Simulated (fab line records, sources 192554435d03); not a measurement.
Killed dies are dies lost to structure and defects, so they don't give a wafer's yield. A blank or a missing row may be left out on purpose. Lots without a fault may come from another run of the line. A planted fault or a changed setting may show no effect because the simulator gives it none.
Which tool did it? | flow n5_finfet | 24 lots, 72 wafers sampled, at 6 steps of a route of 1938

WHAT THE GAUGES READ, wafer by wafer
N5_BEOL_M13_INSPECT_12: inspects for defects (macro).
lot  | measured     | on                | raw_defect_count
L075 | day 10 21:45 | defect_inspect-02 | 2 3 2
L074 | day 11 09:07 | defect_inspect-01 | 1 2 2
L076 | day 11 13:21 | defect_inspect-02 | 2 2 1
L078 | day 12 04:37 | defect_inspect-01 | 2 2 0
L077 | day 12 05:05 | defect_inspect-02 | 2 3 3
L080 | day 12 05:13 | defect_inspect-02 | 1 2 1
L079 | day 12 10:32 | defect_inspect-02 | 1 1 1
L081 | day 12 11:20 | defect_inspect-01 | 0 4 3
L082 | day 13 03:42 | defect_inspect-02 | 1 0 4
L083 | day 13 18:06 | defect_inspect-02 | 1 2 2
L085 | day 13 17:05 | defect_inspect-01 | 5 2 3
L084 | day 13 15:40 | defect_inspect-01 | 3 3 2
L086 | day 14 00:10 | defect_inspect-02 | 2 5 2
L087 | day 14 02:28 | defect_inspect-01 | 2 2 1
L088 | day 14 08:44 | defect_inspect-02 | 4 3 3
L091 | day 15 07:25 | defect_inspect-02 | 0 0 2
L089 | day 15 07:38 | defect_inspect-01 | 6 1 1
L090 | day 15 11:05 | defect_inspect-01 | 3 7 3
L093 | day 15 14:37 | defect_inspect-01 | 2 1 3
L092 | day 15 20:22 | defect_inspect-02 | 6 3 0
L095 | day 16 11:59 | defect_inspect-02 | 2 1 2
L094 | day 16 12:16 | defect_inspect-01 | 4 2 0
L096 | day 16 20:13 | defect_inspect-02 | 2 1 6
L097 | day 16 21:15 | defect_inspect-01 | 3 1 0

WHICH TOOL RAN EACH LOT (tool, then ch and the chambers of the sampled wafers, then the start)
lot  | N5_BEOL_M11_HM_DEP_02        | N5_BEOL_M11_ETCH_65                | N5_BEOL_M11_ALD_74                  | N5_BEOL_M11_SURFACE_TREAT_76 | N5_BEOL_M12_STRIP_64
L075 | pvd_sputter-01, day 10 09:42 | rie_diel-01 ch 0,1,2, day 10 11:34 | ald_metal-01 ch 1,2,3, day 10 13:22 | pvd_sputter-03, day 10 13:39 | plasma_asher-01 ch 0,1, day 10 15:53
L074 | pvd_sputter-01, day 10 18:25 | rie_diel-01 ch 0,2,3, day 10 22:17 | ald_metal-02 ch 0,3, day 11 00:57   | pvd_sputter-02, day 11 01:16 | plasma_asher-02 ch 0,1, day 11 03:20
L076 | pvd_sputter-01, day 10 18:43 | rie_diel-01 ch 0,1,2, day 10 22:45 | ald_metal-01 ch 0,2,3, day 11 01:10 | pvd_sputter-01, day 11 01:32 | plasma_asher-01 ch 0,1, day 11 03:46
L078 | pvd_sputter-03, day 11 15:44 | rie_diel-04 ch 1,2,3, day 11 18:17 | ald_metal-04 ch 1,2, day 11 19:30   | pvd_sputter-02, day 11 19:58 | plasma_asher-02 ch 0,1, day 11 22:30
L077 | pvd_sputter-03, day 11 18:55 | rie_diel-04 ch 1,2,3, day 11 20:25 | ald_metal-02 ch 0,1,3, day 11 21:40 | pvd_sputter-01, day 11 21:58 | plasma_asher-01 ch 0,1, day 12 00:31
L080 | pvd_sputter-03, day 11 19:07 | rie_diel-05 ch 1,3, day 11 20:47   | ald_metal-04 ch 1,2,3, day 11 22:01 | pvd_sputter-03, day 11 22:19 | plasma_asher-01 ch 0,1, day 12 00:50
L079 | pvd_sputter-02, day 11 22:20 | rie_diel-01 ch 1,2,3, day 12 00:10 | ald_metal-04 ch 1,2, day 12 01:40   | pvd_sputter-03, day 12 01:59 | plasma_asher-02 ch 0,1, day 12 04:34
L081 | pvd_sputter-02, day 12 02:17 | rie_diel-05 ch 0,2,3, day 12 03:53 | ald_metal-04 ch 0,1, day 12 05:12   | pvd_sputter-02, day 12 05:31 | plasma_asher-02 ch 0,1, day 12 07:38
L082 | pvd_sputter-03, day 12 15:37 | rie_diel-05 ch 0,1,2, day 12 17:59 | ald_metal-04 ch 0,1,2, day 12 19:26 | pvd_sputter-03, day 12 19:53 | plasma_asher-02 ch 0,1, day 12 22:34
L083 | pvd_sputter-02, day 13 04:37 | rie_diel-04 ch 1,2,3, day 13 07:11 | ald_metal-04 ch 1,2,3, day 13 08:36 | pvd_sputter-03, day 13 08:53 | plasma_asher-02 ch 0,1, day 13 11:35
L085 | pvd_sputter-02, day 13 04:50 | rie_diel-05 ch 0,1,3, day 13 07:03 | ald_metal-01 ch 0,1,3, day 13 08:32 | pvd_sputter-01, day 13 08:50 | plasma_asher-01 ch 0,1, day 13 11:14
L084 | pvd_sputter-02, day 13 05:06 | rie_diel-04 ch 1,2,3, day 13 06:43 | ald_metal-02 ch 1,3, day 13 08:20   | pvd_sputter-02, day 13 08:41 | plasma_asher-02 ch 0,1, day 13 10:58
L086 | pvd_sputter-01, day 13 07:14 | rie_diel-05 ch 0,1,2, day 13 11:11 | ald_metal-02 ch 0,2,3, day 13 12:28 | pvd_sputter-01, day 13 12:46 | plasma_asher-02 ch 0,1, day 13 15:22
L087 | pvd_sputter-01, day 13 11:45 | rie_diel-04 ch 1,2,3, day 13 13:13 | ald_metal-02 ch 0,1,2, day 13 15:35 | pvd_sputter-03, day 13 15:53 | plasma_asher-01 ch 1, day 13 18:01
L088 | pvd_sputter-02, day 13 16:28 | rie_diel-04 ch 0,1,2, day 13 20:20 | ald_metal-02 ch 1,2, day 13 21:44   | pvd_sputter-03, day 13 22:02 | plasma_asher-02 ch 0,1, day 14 00:53
L091 | pvd_sputter-03, day 14 16:47 | rie_diel-04 ch 0,1,2, day 14 19:41 | ald_metal-02 ch 0,1,3, day 14 21:04 | pvd_sputter-01, day 14 21:21 | plasma_asher-02 ch 0,1, day 15 00:17
L089 | pvd_sputter-01, day 14 20:27 | rie_diel-01 ch 0,1,2, day 14 22:22 | ald_metal-02 ch 0,2,3, day 15 00:40 | pvd_sputter-02, day 15 00:59 | plasma_asher-01 ch 0,1, day 15 03:25
L090 | pvd_sputter-01, day 14 20:46 | rie_diel-05 ch 1,2,3, day 14 23:55 | ald_metal-02 ch 0,2,3, day 15 01:10 | pvd_sputter-02, day 15 01:31 | plasma_asher-02 ch 0,1, day 15 06:31
L093 | pvd_sputter-03, day 15 00:32 | rie_diel-01 ch 2,3, day 15 03:59   | ald_metal-04 ch 1,2, day 15 05:37   | pvd_sputter-03, day 15 05:54 | plasma_asher-02 ch 0,1, day 15 08:15
L092 | pvd_sputter-02, day 15 04:37 | rie_diel-05 ch 1,3, day 15 08:59   | ald_metal-04 ch 0,1,2, day 15 10:46 | pvd_sputter-03, day 15 11:08 | plasma_asher-02 ch 0,1, day 15 14:53
L095 | pvd_sputter-03, day 16 00:25 | rie_diel-04 ch 1,2, day 16 02:49   | ald_metal-04 ch 0,2,3, day 16 03:59 | pvd_sputter-02, day 16 04:22 | plasma_asher-02 ch 0,1, day 16 07:08
L094 | pvd_sputter-03, day 16 00:31 | rie_diel-01 ch 1,2, day 16 03:28   | ald_metal-01 ch 0,1,3, day 16 04:49 | pvd_sputter-01, day 16 05:17 | plasma_asher-01 ch 0,1, day 16 07:29
L096 | pvd_sputter-02, day 16 04:47 | rie_diel-01 ch 1,3, day 16 07:23   | ald_metal-02 ch 1,2, day 16 08:51   | pvd_sputter-02, day 16 09:11 | plasma_asher-01 ch 0,1, day 16 12:32
L097 | pvd_sputter-03, day 16 07:45 | rie_diel-01 ch 0,2,3, day 16 09:47 | ald_metal-01 ch 0,1,2, day 16 11:01 | pvd_sputter-03, day 16 11:17 | plasma_asher-02 ch 0,1, day 16 14:03
- N5_BEOL_M11_HM_DEP_02: deposits TiN, target thk 20 nm.
- N5_BEOL_M11_ETCH_65: etches SiARC in CF4, target depth 39 nm, time 65 s.
- N5_BEOL_M11_ALD_74: deposits TaN, target thk 2 nm, pulse time 2 s, purge time 3 s.
- N5_BEOL_M11_SURFACE_TREAT_76
- N5_BEOL_M12_STRIP_64: strips in N2/H2.

WHAT THE TOOLS THEMSELVES READ (means of the sampled wafers that have a number; where no wafer has one, the mark that the record gives instead)
N5_BEOL_M11_HM_DEP_02.
lot  | tool           | throttle_valve_pct (%)
L075 | pvd_sputter-01 | 31.0
L074 | pvd_sputter-01 | 31.1
L076 | pvd_sputter-01 | 31.1
L078 | pvd_sputter-03 | 30.7
L077 | pvd_sputter-03 | 30.3
L080 | pvd_sputter-03 | 30.7
L079 | pvd_sputter-02 | 29.5
L081 | pvd_sputter-02 | 29.0
L082 | pvd_sputter-03 | 30.3
L083 | pvd_sputter-02 | 29.4
L085 | pvd_sputter-02 | 29.8
L084 | pvd_sputter-02 | 29.7
L086 | pvd_sputter-01 | 30.6
L087 | pvd_sputter-01 | 31.4
L088 | pvd_sputter-02 | 29.9
L091 | pvd_sputter-03 | 29.9
L089 | pvd_sputter-01 | 30.8
L090 | pvd_sputter-01 | 29.8
L093 | pvd_sputter-03 | 30.5
L092 | pvd_sputter-02 | 29.6
L095 | pvd_sputter-03 | 29.9
L094 | pvd_sputter-03 | 30.8
L096 | pvd_sputter-02 | 29.5
L097 | pvd_sputter-03 | 30.4

N5_BEOL_M11_ETCH_65.
lot  | tool        | chamber_pressure_mTorr (mTorr) | drypump_motor_current_A (A) | etch_rf_on_time_s (s) | oes_product_au (a.u.) | rf_fwd_power_W (W) | rf_vpp_V (V) | showerhead_plenum_p_Torr (Torr) | throttle_valve_pct (%)
L075 | rie_diel-01 | 40.03                          | 5.8                         | 64.9                  | 0.73                  | 537.6              | 184.3        | 2.16                            | 15.35
L074 | rie_diel-01 | 39.99                          | 5.7                         | 64.3                  | 0.73                  | 538.7              | 185.7        | 2.16                            | 15.53
L076 | rie_diel-01 | 39.95                          | 5.8                         | 65.1                  | 0.73                  | 536.2              | 183.6        | 2.16                            | 15.37
L078 | rie_diel-04 | 39.99                          | 5.8                         | 64.9                  | 0.69                  | 539.0              | 183.4        | 2.13                            | 15.59
L077 | rie_diel-04 | 39.97                          | 5.8                         | 64.5                  | 0.69                  | 537.1              | 183.7        | 2.13                            | 15.57
L080 | rie_diel-05 | 40.00                          | 6.1                         | 65.0                  | 0.65                  | 537.2              | 183.3        | 2.13                            | 15.96
L079 | rie_diel-01 | 40.00                          | 5.3                         | 63.2                  | 0.73                  | 538.5              | 183.2        | 2.14                            | 15.46
L081 | rie_diel-05 | 40.02                          | 5.7                         | 65.0                  | 0.65                  | 536.8              | 184.0        | 2.18                            | 15.67
L082 | rie_diel-05 | 40.00                          | 5.6                         | 65.9                  | 0.62                  | 540.1              | 184.0        | 2.14                            | 15.62
L083 | rie_diel-04 | 40.01                          | 5.8                         | 64.9                  | 0.67                  | 537.3              | 184.5        | 2.13                            | 15.59
L085 | rie_diel-05 | 40.03                          | 5.9                         | 65.5                  | 0.64                  | 537.8              | 184.8        | 2.15                            | 15.79
L084 | rie_diel-04 | 40.06                          | 5.8                         | 64.9                  | 0.67                  | 536.6              | 183.7        | 2.13                            | 15.59
L086 | rie_diel-05 | 40.00                          | 5.6                         | 65.6                  | 0.62                  | 539.3              | 183.8        | 2.14                            | 15.63
L087 | rie_diel-04 | 40.00                          | 5.8                         | 64.0                  | 0.67                  | 536.8              | 184.2        | 2.13                            | 15.60
L088 | rie_diel-04 | 40.01                          | 6.2                         | 65.3                  | 0.68                  | 539.9              | 183.9        | 2.13                            | 15.69
L091 | rie_diel-04 | 40.00                          | 6.2                         | 65.5                  | 0.67                  | 538.8              | 183.5        | 2.13                            | 15.70
L089 | rie_diel-01 | 39.99                          | 5.8                         | 65.0                  | 0.71                  | 535.9              | 184.3        | 2.15                            | 15.43
L090 | rie_diel-05 | 39.98                          | 5.8                         | 65.5                  | 0.62                  | 538.0              | 184.2        | 2.11                            | 15.86
L093 | rie_diel-01 | 39.94                          | 5.3                         | 64.5                  | 0.71                  | 538.0              | 184.1        | 2.10                            | 15.59
L092 | rie_diel-05 | 40.02                          | 6.1                         | 64.7                  | 0.63                  | 538.1              | 184.5        | 2.11                            | 16.03
L095 | rie_diel-04 | 40.01                          | 6.2                         | 65.0                  | 0.60                  | 541.0              | 183.2        | 2.08                            | 15.94
L094 | rie_diel-01 | 39.97                          | 5.4                         | 65.1                  | 0.71                  | 538.6              | 184.0        | 2.10                            | 15.43
L096 | rie_diel-01 | 39.98                          | 5.3                         | 62.4                  | 0.69                  | 537.8              | 183.5        | 2.15                            | 15.59
L097 | rie_diel-01 | 40.02                          | 5.8                         | 64.1                  | 0.69                  | 539.3              | 185.0        | 2.15                            | 15.62

N5_BEOL_M11_ALD_74.
lot  | tool         | heater_power_w (W)
L075 | ald_metal-01 | 432
L074 | ald_metal-02 | 431
L076 | ald_metal-01 | 389
L078 | ald_metal-04 | 369
L077 | ald_metal-02 | 399
L080 | ald_metal-04 | 394
L079 | ald_metal-04 | 366
L081 | ald_metal-04 | 417
L082 | ald_metal-04 | 412
L083 | ald_metal-04 | 394
L085 | ald_metal-01 | 442
L084 | ald_metal-02 | 378
L086 | ald_metal-02 | 410
L087 | ald_metal-02 | 415
L088 | ald_metal-02 | 403
L091 | ald_metal-02 | 405
L089 | ald_metal-02 | 408
L090 | ald_metal-02 | 416
L093 | ald_metal-04 | 363
L092 | ald_metal-04 | 411
L095 | ald_metal-04 | 447
L094 | ald_metal-01 | 390
L096 | ald_metal-02 | 397
L097 | ald_metal-01 | 402

N5_BEOL_M12_STRIP_64.
lot  | tool            | drypump_motor_current_A (A) | heater_power_w (W) | oes_product_au (a.u.) | strip_time_to_endpoint_s (s)
L075 | plasma_asher-01 | 5.30                        | 370                | 0.713                 | 31.49
L074 | plasma_asher-02 | 5.87                        | 326                | 0.717                 | 31.37
L076 | plasma_asher-01 | 5.33                        | 364                | 0.714                 | 31.31
L078 | plasma_asher-02 | 5.94                        | 305                | 0.717                 | 31.23
L077 | plasma_asher-01 | 5.34                        | 361                | 0.717                 | 31.28
L080 | plasma_asher-01 | 5.30                        | 368                | 0.713                 | 31.30
L079 | plasma_asher-02 | 5.85                        | 329                | 0.713                 | 31.34
L081 | plasma_asher-02 | 5.84                        | 321                | 0.715                 | 31.33
L082 | plasma_asher-02 | 5.93                        | 304                | 0.716                 | 31.30
L083 | plasma_asher-02 | 5.85                        | 327                | 0.713                 | 31.27
L085 | plasma_asher-01 | 5.34                        | 359                | 0.715                 | 31.23
L084 | plasma_asher-02 | 5.85                        | 324                | 0.716                 | 31.28
L086 | plasma_asher-02 | 5.85                        | 324                | 0.710                 | 31.34
L087 | plasma_asher-01 | 5.35                        | 356                | 0.718                 | 31.28
L088 | plasma_asher-02 | 5.84                        | 325                | 0.718                 | 31.27
L091 | plasma_asher-02 | 5.85                        | 325                | 0.713                 | 31.44
L089 | plasma_asher-01 | 5.30                        | 368                | 0.713                 | 31.19
L090 | plasma_asher-02 | 5.85                        | 327                | 0.718                 | 31.31
L093 | plasma_asher-02 | 5.93                        | 305                | 0.717                 | 31.31
L092 | plasma_asher-02 | 5.94                        | 309                | 0.716                 | 31.37
L095 | plasma_asher-02 | 5.93                        | 304                | 0.718                 | 31.30
L094 | plasma_asher-01 | 5.34                        | 362                | 0.717                 | 31.18
L096 | plasma_asher-01 | 5.31                        | 368                | 0.714                 | 31.38
L097 | plasma_asher-02 | 5.95                        | 308                | 0.719                 | 31.29

THE ANSWER, worked out from the rows above alone
Rule: what is usual is taken from the lots themselves. Put in order of their means at a reading, lots are off if they are a third of the lots or fewer, leave a main group of 4 or more, and stand apart from it by a gap of 3 or more times the standard deviation of the main group's means; of several such gaps the widest counts. A main group whose means are all the same, to the digits that the tables above print for the reading, isn't used. A lot without any number at a reading at which 4 lots or more have one is off too. The other lots that the step has rows for count as sound. The gauges are gone through in route order, then the tools' own readings, and for those a lot's mean is taken as printed above. The first step at which some lot is off is used, and at that step the reading that is off furthest; a lot without a number counts as furthest.
No lot is off at any reading shown: from this, nothing can be told.

WHAT THE SIMULATOR HAD PUT IN
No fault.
